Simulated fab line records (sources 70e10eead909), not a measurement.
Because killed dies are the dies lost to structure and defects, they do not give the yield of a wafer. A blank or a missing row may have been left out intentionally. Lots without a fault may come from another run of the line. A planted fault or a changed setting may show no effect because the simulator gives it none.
What tool caused it? | flow nand harc | 24 lots with 72 wafers sampled at 6 steps, on a route of 1302 steps

== WHAT EACH GAUGE READ, for each wafer ==
No reading from a measuring or inspecting step in the record can be judged against a usual standard deviation.

== EACH LOT AND THE TOOL THAT RAN IT (in order: tool; ch and the chambers of the sampled wafers; start) ==
lot  | NHARC_A_STAIRCASE_STRIP_274                   | NHARC_A_STAIRCASE_ETCH_294                    | NHARC_A_STAIRCASE_HM_OPEN_463                 | NHARC_A_STAIRCASE_ETCH_444         | NHARC_A_STAIRCASE_CMP_472     | NHARC_A_SGD_CUT_DEP_00
L074 | rie diel-13 ch 0,1,3, day 19 13:20 or earlier | rie diel-01 ch 1,2,3, day 19 13:20 or earlier | rie diel-01 ch 0,2,3, day 19 13:20 or earlier | rie diel-06 ch 0,2, day 19 13:20   | cmp-01 ch 0,2,3, day 19 22:05 | pecvd-01 ch 0,1,2, day 19 22:29
L076 | rie diel-01 ch 0,1,2, day 19 18:34 or earlier | rie diel-01 ch 1,2,3, day 19 18:34 or earlier | rie diel-13 ch 0,1,2, day 19 18:34 or earlier | rie diel-01 ch 1,2,3, day 19 18:34 | cmp-03 ch 1,2,3, day 20 01:24 | pecvd-03 ch 0,1, day 20 01:53
L077 | rie diel-01 ch 1,2, day 19 20:17 or earlier   | rie diel-13 ch 1,2, day 19 20:17 or earlier   | rie diel-13 ch 1,2, day 19 20:17 or earlier   | rie diel-06 ch 0,1,3, day 19 20:17 | cmp-04 ch 0,3, day 20 01:51   | pecvd-03 ch 0,1,2, day 20 02:21
L075 | rie diel-13 ch 2,3, day 19 18:47 or earlier   | rie diel-01 ch 0,1,2, day 19 18:47 or earlier | rie diel-06 ch 0,2,3, day 19 18:47 or earlier | rie diel-13 ch 2,3, day 19 18:47   | cmp-01 ch 0,1,3, day 20 01:43 | pecvd-03 ch 0,1,2, day 20 02:05
L078 | rie diel-06 ch 1,2,3, day 20 10:32 or earlier | rie diel-13 ch 0,1,3, day 20 10:32 or earlier | rie diel-01 ch 1,2,3, day 20 10:32 or earlier | rie diel-13 ch 1,2,3, day 20 10:32 | cmp-03 ch 0,1,3, day 20 17:13 | pecvd-04 ch 0,1,2, day 20 17:37
L079 | rie diel-13 ch 0,1,3, day 20 11:12 or earlier | rie diel-13 ch 0,2,3, day 20 11:12 or earlier | rie diel-06 ch 0,2,3, day 20 11:12 or earlier | rie diel-01 ch 1,2,3, day 20 11:12 | cmp-01 ch 0,1,3, day 20 17:52 | pecvd-04 ch 0,1, day 20 18:17
L080 | rie diel-01 ch 1,2,3, day 21 09:04 or earlier | rie diel-01 ch 0,2,3, day 21 09:04 or earlier | rie diel-13 ch 2,3, day 21 09:04 or earlier   | rie diel-13 ch 0,1,3, day 21 09:04 | cmp-01 ch 0,2,3, day 21 15:59 | pecvd-04 ch 0,1,2, day 21 16:25
L081 | rie diel-13 ch 0,1,3, day 21 19:09 or earlier | rie diel-06 ch 1,2,3, day 21 19:09 or earlier | rie diel-01 ch 0,3, day 21 19:09 or earlier   | rie diel-13 ch 0,2,3, day 21 19:09 | cmp-01 ch 0,2,3, day 22 00:51 | pecvd-04 ch 1,2, day 22 01:16
L082 | rie diel-13 ch 0,2,3, day 22 04:44 or earlier | rie diel-06 ch 0,1, day 22 04:44 or earlier   | rie diel-13 ch 0,1,3, day 22 04:44 or earlier | rie diel-06 ch 0,1,2, day 22 04:44 | cmp-04 ch 1,2,3, day 22 10:56 | pecvd-01 ch 1,2, day 22 11:19
L083 | rie diel-01 ch 1,2,3, day 22 04:54 or earlier | rie diel-01 ch 1,2, day 22 04:54 or earlier   | rie diel-01 ch 1,2,3, day 22 04:54 or earlier | rie diel-13 ch 2,3, day 22 04:54   | cmp-03 ch 1,2, day 22 11:28   | pecvd-03 ch 1,2, day 22 11:56
L084 | rie diel-01 ch 0,2, day 23 09:51 or earlier   | rie diel-13 ch 1,2, day 23 09:51 or earlier   | rie diel-13 ch 0,1,3, day 23 09:51 or earlier | rie diel-13 ch 1,2, day 23 09:51   | cmp-03 ch 0,2,3, day 23 17:03 | pecvd-03 ch 0,1,2, day 23 17:29
L085 | rie diel-06 ch 0,2,3, day 23 13:01 or earlier | rie diel-01 ch 0,1, day 23 13:01 or earlier   | rie diel-13 ch 0,1,2, day 23 13:01 or earlier | rie diel-13 ch 0,2, day 23 13:01   | cmp-04 ch 0,2,3, day 23 20:34 | pecvd-04 ch 1,2, day 23 21:01
L086 | rie diel-01 ch 1,3, day 23 13:38 or earlier   | rie diel-01 ch 0,2, day 23 13:38 or earlier   | rie diel-01 ch 0,3, day 23 13:38 or earlier   | rie diel-06 ch 1,3, day 23 13:38   | cmp-01 ch 1,2, day 23 20:15   | pecvd-04 ch 0,1,2, day 23 20:40
L087 | rie diel-13 ch 1,3, day 23 19:59 or earlier   | rie diel-06 ch 0,1,2, day 23 19:59 or earlier | rie diel-06 ch 2,3, day 23 19:59 or earlier   | rie diel-01 ch 0,2, day 23 19:59   | cmp-04 ch 0,2, day 24 02:10   | pecvd-04 ch 1,2, day 24 02:37
L088 | rie diel-06 ch 0,1,3, day 24 15:01 or earlier | rie diel-01 ch 1,2,3, day 24 15:01 or earlier | rie diel-01 ch 0,1,2, day 24 15:01 or earlier | rie diel-06 ch 0,2,3, day 24 15:01 | cmp-01 ch 0,3, day 24 21:11   | pecvd-04 ch 0,2, day 24 23:54
L089 | rie diel-06 ch 1,3, day 25 00:57 or earlier   | rie diel-06 ch 0,2,3, day 25 00:57 or earlier | rie diel-01 ch 0,1,3, day 25 00:57 or earlier | rie diel-01 ch 0,2, day 25 00:57   | cmp-01 ch 0,1, day 25 07:36   | pecvd-03 ch 1,2, day 25 07:59
L090 | rie diel-01 ch 1,2,3, day 25 11:29 or earlier | rie diel-01 ch 0,2,3, day 25 11:29 or earlier | rie diel-01 ch 0,2, day 25 11:29 or earlier   | rie diel-06 ch 2,3, day 25 11:29   | cmp-04 ch 0,2, day 25 17:45   | pecvd-04 ch 1,2, day 25 18:11
L091 | rie diel-01 ch 2,3, day 25 11:39 or earlier   | rie diel-01 ch 0,2,3, day 25 11:39 or earlier | rie diel-01 ch 0,1,3, day 25 11:39 or earlier | rie diel-01 ch 0,1,3, day 25 11:39 | cmp-04 ch 0,1,2, day 25 17:56 | pecvd-03 ch 0,1, day 25 18:21
L093 | rie diel-13 ch 0,3, day 26 14:14 or earlier   | rie diel-13 ch 0,1, day 26 14:14 or earlier   | rie diel-13 ch 0,1, day 26 14:14 or earlier   | rie diel-01 ch 0,1, day 26 14:14   | cmp-04 ch 0,3, day 26 20:52   | pecvd-03 ch 0,1,2, day 26 21:22
L092 | rie diel-13 ch 0,2,3, day 26 21:19 or earlier | rie diel-13 ch 0,3, day 26 21:19 or earlier   | rie diel-01 ch 2,3, day 26 21:19 or earlier   | rie diel-13 ch 0,2,3, day 26 21:19 | cmp-03 ch 0,2,3, day 27 02:35 | pecvd-01 ch 0,1,2, day 27 03:01
L094 | rie diel-13 ch 0,2,3, day 28 12:53 or earlier | rie diel-13 ch 1,2,3, day 28 12:53 or earlier | rie diel-01 ch 0,1,3, day 28 12:53 or earlier | rie diel-01 ch 0,1,2, day 28 12:53 | cmp-03 ch 1,2,3, day 28 20:28 | pecvd-04 ch 0,2, day 28 20:52
L096 | rie diel-13 ch 1,3, day 28 16:18 or earlier   | rie diel-01 ch 2,3, day 28 16:18 or earlier   | rie diel-01 ch 1,2,3, day 28 16:18 or earlier | rie diel-13 ch 0,2,3, day 28 16:18 | cmp-03 ch 1,3, day 28 22:39   | pecvd-04 ch 0,1,2, day 28 23:04
L095 | rie diel-06 ch 1,2,3, day 28 13:20 or earlier | rie diel-06 ch 0,1,3, day 28 13:20 or earlier | rie diel-06 ch 0,2,3, day 28 13:20 or earlier | rie diel-13 ch 0,2,3, day 28 13:20 | cmp-03 ch 1,2,3, day 28 19:39 | pecvd-03 ch 0,2, day 28 20:01
L097 | rie diel-01 ch 0,2,3, day 28 12:28 or earlier | rie diel-06 ch 1,2, day 28 12:28 or earlier   | rie diel-01 ch 0,2,3, day 28 12:28 or earlier | rie diel-06 ch 2,3, day 28 12:28   | cmp-01 ch 0,2, day 28 19:37   | pecvd-01 ch 0,2, day 28 20:02
- NHARC_A_STAIRCASE_STRIP_274: strips in O2.
- NHARC_A_STAIRCASE_ETCH_294: etches the open film in C4F8/O2/Ar, target depth 4989 nm, time 1211.6 s.
- NHARC_A_STAIRCASE_HM_OPEN_463: chemistry O2/COS.
- NHARC_A_STAIRCASE_ETCH_444: etches the open film in C4F8/O2, target depth 20400 nm, time 6800 s.
- NHARC_A_STAIRCASE_CMP_472: polishes SiO2.
- NHARC_A_SGD_CUT_DEP_00: deposits SiNx, target thk 50 nm.

== AS READ BY THE TOOLS THEMSELVES (means over the sampled wafers that have a number; for cases with no such wafer, the mark the record gives instead) ==
NHARC_A_STAIRCASE_STRIP_274. Usual: drypump motor current A 5.8 A, standard deviation 0.42; oes product au 1.001 a.u., standard deviation 0.0086; rf vpp V 57.9 V, standard deviation 0.92; showerhead plenum p Torr 3.56 Torr, standard deviation 0.17; throttle valve pct 17.037 %, standard deviation 0.0093.
lot  | tool        | drypump motor current A (A) | oes product au (a.u.) | rf vpp V (V) | showerhead plenum p Torr (Torr) | throttle valve pct (%) | flag
L074 | rie diel-13 | 5.8                         | 1.010                 | 58.5         | 3.62                            | 17.032                 |
L076 | rie diel-01 | 5.6                         | 0.988                 | 57.9         | 3.60                            | 17.037                 |
L077 | rie diel-01 | 5.7                         | 0.989                 | 58.5         | 3.58                            | 17.036                 |
L075 | rie diel-13 | 6.3                         | 1.003                 | 57.6         | 3.64                            | 17.039                 |
L078 | rie diel-06 | 5.6                         | 1.013                 | 57.8         | 3.36                            | 17.041                 |
L079 | rie diel-13 | 5.8                         | 1.001                 | 58.2         | 3.61                            | 17.030                 |
L080 | rie diel-01 | 6.0                         | 0.997                 | 57.8         | 3.47                            | 17.038                 |
L081 | rie diel-13 | 5.8                         | 0.999                 | 57.3         | 3.61                            | 17.036                 |
L082 | rie diel-13 | 6.0                         | 1.004                 | 58.4         | 3.68                            | 17.028                 |
L083 | rie diel-01 | 6.0                         | 1.000                 | 58.8         | 3.47                            | 17.044                 |
L084 | rie diel-01 | 5.7                         | 0.998                 | 58.4         | 3.72                            | 17.037                 |
L085 | rie diel-06 | 5.7                         | 1.005                 | 57.3         | 3.46                            | 17.033                 |
L086 | rie diel-01 | 5.9                         | 0.995                 | 57.2         | 3.32                            | 17.039                 |
L087 | rie diel-13 | 5.8                         | 1.001                 | 57.4         | 3.48                            | 17.026                 |
L088 | rie diel-06 | 5.9                         | 1.006                 | 58.3         | 3.60                            | 17.034                 |
L089 | rie diel-06 | 5.6                         | 1.020                 | 57.3         | 3.52                            | 17.046                 |
L090 | rie diel-01 | 6.0                         | 0.991                 | 57.9         | 3.46                            | 17.037                 |
L091 | rie diel-01 | 6.3                         | 1.002                 | 57.9         | 3.49                            | 17.043                 |
L093 | rie diel-13 | 5.7                         | 1.007                 | 57.9         | 3.71                            | 17.043                 |
L092 | rie diel-13 | 6.0                         | 0.997                 | 58.1         | 3.66                            | 17.042                 |
L094 | rie diel-13 | 6.0                         | 1.008                 | 57.8         | 3.66                            | 17.043                 |
L096 | rie diel-13 | 5.8                         | 1.000                 | 57.9         | 3.46                            | 17.043                 |
L095 | rie diel-06 | 5.5                         | 1.006                 | 58.4         | 3.50                            | 17.039                 |
L097 | rie diel-01 | 5.9                         | 1.007                 | 58.1         | 3.60                            | 17.037                 |

NHARC_A_STAIRCASE_ETCH_294. Usual: oes product au 0.931 a.u., standard deviation 0.0096; rf vpp V 1829 V, standard deviation 14.
lot  | tool        | oes product au (a.u.) | rf vpp V (V) | flag
L074 | rie diel-01 | 0.931                 | 1823         |
L076 | rie diel-01 | 0.925                 | 1823         |
L077 | rie diel-13 | 0.924                 | 1824         |
L075 | rie diel-01 | 0.933                 | 1832         |
L078 | rie diel-13 | 0.929                 | 1833         |
L079 | rie diel-13 | 0.926                 | 1839         |
L080 | rie diel-01 | 0.927                 | 1834         |
L081 | rie diel-06 | 0.936                 | 1814         |
L082 | rie diel-06 | 0.934                 | 1817         |
L083 | rie diel-01 | 0.932                 | 1819         |
L084 | rie diel-13 | 0.936                 | 1827         |
L085 | rie diel-01 | 0.934                 | 1832         |
L086 | rie diel-01 | 0.919                 | 1841         |
L087 | rie diel-06 | 0.933                 | 1833         |
L088 | rie diel-01 | 0.923                 | 1821         |
L089 | rie diel-06 | 0.937                 | 1821         |
L090 | rie diel-01 | 0.925                 | 1833         |
L091 | rie diel-01 | 0.916                 | 1833         |
L093 | rie diel-13 | 0.938                 | 1825         |
L092 | rie diel-13 | 0.950                 | 1836         |
L094 | rie diel-13 | 0.923                 | 1828         |
L096 | rie diel-01 | 0.929                 | 1822         |
L095 | rie diel-06 | 0.942                 | 1830         |
L097 | rie diel-06 | 0.949                 | 1823         |

NHARC_A_STAIRCASE_HM_OPEN_463. Usual: cos flow sccm 20.00 sccm, standard deviation 0.058; drypump motor current A 5.8 A, standard deviation 0.44; oes product au 0.999 a.u., standard deviation 0.0086; rf vpp V 468 V, standard deviation 3.5; showerhead plenum p Torr 3.15 Torr, standard deviation 0.16; throttle valve pct 28.332 %, standard deviation 0.0092.
lot  | tool        | cos flow sccm (sccm) | drypump motor current A (A) | oes product au (a.u.) | rf vpp V (V) | showerhead plenum p Torr (Torr) | throttle valve pct (%) | flag
L074 | rie diel-01 | 20.02                | 5.9                         | 1.003                 | 469          | 3.21                            | 28.334                 |
L076 | rie diel-13 | 20.05                | 5.8                         | 0.997                 | 469          | 3.20                            | 28.335                 |
L077 | rie diel-13 | 19.97                | 6.0                         | 1.002                 | 467          | 3.15                            | 28.340                 |
L075 | rie diel-06 | 20.02                | 5.7                         | 1.002                 | 466          | 3.07                            | 28.334                 |
L078 | rie diel-01 | 20.02                | 6.0                         | 0.998                 | 466          | 3.07                            | 28.332                 |
L079 | rie diel-06 | 19.97                | 5.7                         | 1.004                 | 467          | 3.07                            | 28.331                 |
L080 | rie diel-13 | 20.02                | 6.3                         | 1.001                 | 468          | 3.21                            | 28.325                 |
L081 | rie diel-01 | 19.95                | 5.8                         | 0.999                 | 470          | 3.23                            | 28.329                 |
L082 | rie diel-13 | 20.01                | 5.8                         | 0.997                 | 470          | 3.19                            | 28.341                 |
L083 | rie diel-01 | 19.99                | 6.0                         | 0.996                 | 466          | 3.06                            | 28.330                 |
L084 | rie diel-13 | 20.02                | 5.8                         | 1.002                 | 468          | 3.19                            | 28.328                 |
L085 | rie diel-13 | 20.02                | 5.8                         | 1.001                 | 469          | 3.18                            | 28.328                 |
L086 | rie diel-01 | 20.08                | 5.7                         | 0.996                 | 468          | 3.22                            | 28.330                 |
L087 | rie diel-06 | 20.02                | 5.4                         | 1.015                 | 464          | 2.99                            | 28.329                 |
L088 | rie diel-01 | 20.00                | 5.6                         | 0.990                 | 468          | 3.16                            | 28.337                 |
L089 | rie diel-01 | 20.01                | 5.9                         | 0.989                 | 467          | 3.07                            | 28.334                 |
L090 | rie diel-01 | 19.99                | 5.7                         | 0.986                 | 470          | 3.29                            | 28.325                 |
L091 | rie diel-01 | 20.02                | 5.9                         | 0.992                 | 466          | 3.07                            | 28.333                 |
L093 | rie diel-13 | 19.98                | 5.5                         | 1.009                 | 469          | 3.22                            | 28.341                 |
L092 | rie diel-01 | 19.97                | 6.0                         | 0.997                 | 468          | 3.17                            | 28.333                 |
L094 | rie diel-01 | 20.02                | 5.8                         | 0.991                 | 470          | 3.22                            | 28.326                 |
L096 | rie diel-01 | 20.00                | 6.0                         | 1.002                 | 468          | 3.20                            | 28.339                 |
L095 | rie diel-06 | 20.02                | 5.7                         | 1.013                 | 465          | 3.04                            | 28.330                 |
L097 | rie diel-01 | 20.05                | 5.9                         | 0.994                 | 468          | 3.18                            | 28.325                 |

NHARC_A_STAIRCASE_ETCH_444. Usual: oes product au 0.934 a.u., standard deviation 0.017; rf vpp V 808 V, standard deviation 5.8.
lot  | tool        | oes product au (a.u.) | rf vpp V (V) | flag
L074 | rie diel-06 | 0.924                 | 805          |
L076 | rie diel-01 | 0.922                 | 805          |
L077 | rie diel-06 | 0.930                 | 804          |
L075 | rie diel-13 | 0.919                 | 810          |
L078 | rie diel-13 | 0.925                 | 808          |
L079 | rie diel-01 | 0.917                 | 805          |
L080 | rie diel-13 | 0.926                 | 810          |
L081 | rie diel-13 | 0.925                 | 812          |
L082 | rie diel-06 | 0.980                 | 808          |
L083 | rie diel-13 | 0.926                 | 810          |
L084 | rie diel-13 | 0.942                 | 805          |
L085 | rie diel-13 | 0.945                 | 813          |
L086 | rie diel-06 | 0.933                 | 811          |
L087 | rie diel-01 | 0.926                 | 814          |
L088 | rie diel-06 | 0.939                 | 804          |
L089 | rie diel-01 | 0.934                 | 813          |
L090 | rie diel-06 | 0.936                 | 802          |
L091 | rie diel-01 | 0.972                 | 810          |
L093 | rie diel-01 | 0.966                 | 814          |
L092 | rie diel-13 | 0.926                 | 811          |
L094 | rie diel-01 | 0.919                 | 814          |
L096 | rie diel-13 | 0.925                 | 810          |
L095 | rie diel-13 | 0.930                 | 810          |
L097 | rie diel-06 | 0.921                 | 800          |

NHARC_A_STAIRCASE_CMP_472. Usual: motor current A reads 12.0 A (standard deviation 1.6).
lot  | tool   | motor current A (A) | flag
L074 | cmp-01 | 11.0                |
L076 | cmp-03 | 12.6                |
L077 | cmp-04 | 12.9                |
L075 | cmp-01 | 11.4                |
L078 | cmp-03 | 12.6                |
L079 | cmp-01 | 11.2                |
L080 | cmp-01 | 11.0                |
L081 | cmp-01 | 10.4                |
L082 | cmp-04 | 11.8                |
L083 | cmp-03 | 12.5                |
L084 | cmp-03 | 13.4                |
L085 | cmp-04 | 12.5                |
L086 | cmp-01 | 9.7                 |
L087 | cmp-04 | 12.6                |
L088 | cmp-01 | 11.7                |
L089 | cmp-01 | 11.1                |
L090 | cmp-04 | 12.3                |
L091 | cmp-04 | 12.2                |
L093 | cmp-04 | 12.7                |
L092 | cmp-03 | 13.3                |
L094 | cmp-03 | 12.8                |
L096 | cmp-03 | 12.8                |
L095 | cmp-03 | 13.2                |
L097 | cmp-01 | 10.6                |

NHARC_A_SGD_CUT_DEP_00. Usual: heater power w reads 698 W (standard deviation 75).
lot  | tool     | heater power w (W) | flag
L074 | pecvd-01 | 763                |
L076 | pecvd-03 | 659                |
L077 | pecvd-03 | 700                |
L075 | pecvd-03 | 662                |
L078 | pecvd-04 | 647                |
L079 | pecvd-04 | 632                |
L080 | pecvd-04 | 655                |
L081 | pecvd-04 | 665                |
L082 | pecvd-01 | 717                |
L083 | pecvd-03 | 747                |
L084 | pecvd-03 | 763                |
L085 | pecvd-04 | 693                |
L086 | pecvd-04 | 614                |
L087 | pecvd-04 | 636                |
L088 | pecvd-04 | 693                |
L089 | pecvd-03 | 806                |
L090 | pecvd-04 | 669                |
L091 | pecvd-03 | 750                |
L093 | pecvd-03 | 776                |
L092 | pecvd-01 | 813                |
L094 | pecvd-04 | 669                |
L096 | pecvd-04 | 635                |
L095 | pecvd-03 | 725                |
L097 | pecvd-01 | 705                |

== THE ANSWER, worked out from the rows above alone ==
Rule: a lot is off if the mean of its wafers that have a number lies more than 3 standard deviations from the usual mean. A lot without any number at a reading at which 4 lots or more have one is off too. The other lots that the step has rows for count as sound. Order of review: gauges by route order, followed by the tools' own readings, for which a lot's mean as printed above is used. At the first step where some lot is off, the reading lying furthest off is the one used; lots without a number count as furthest.
No lot is off at any reading shown: from this, nothing can be told.

== WHAT HAD BEEN PUT IN BY THE SIMULATOR ==
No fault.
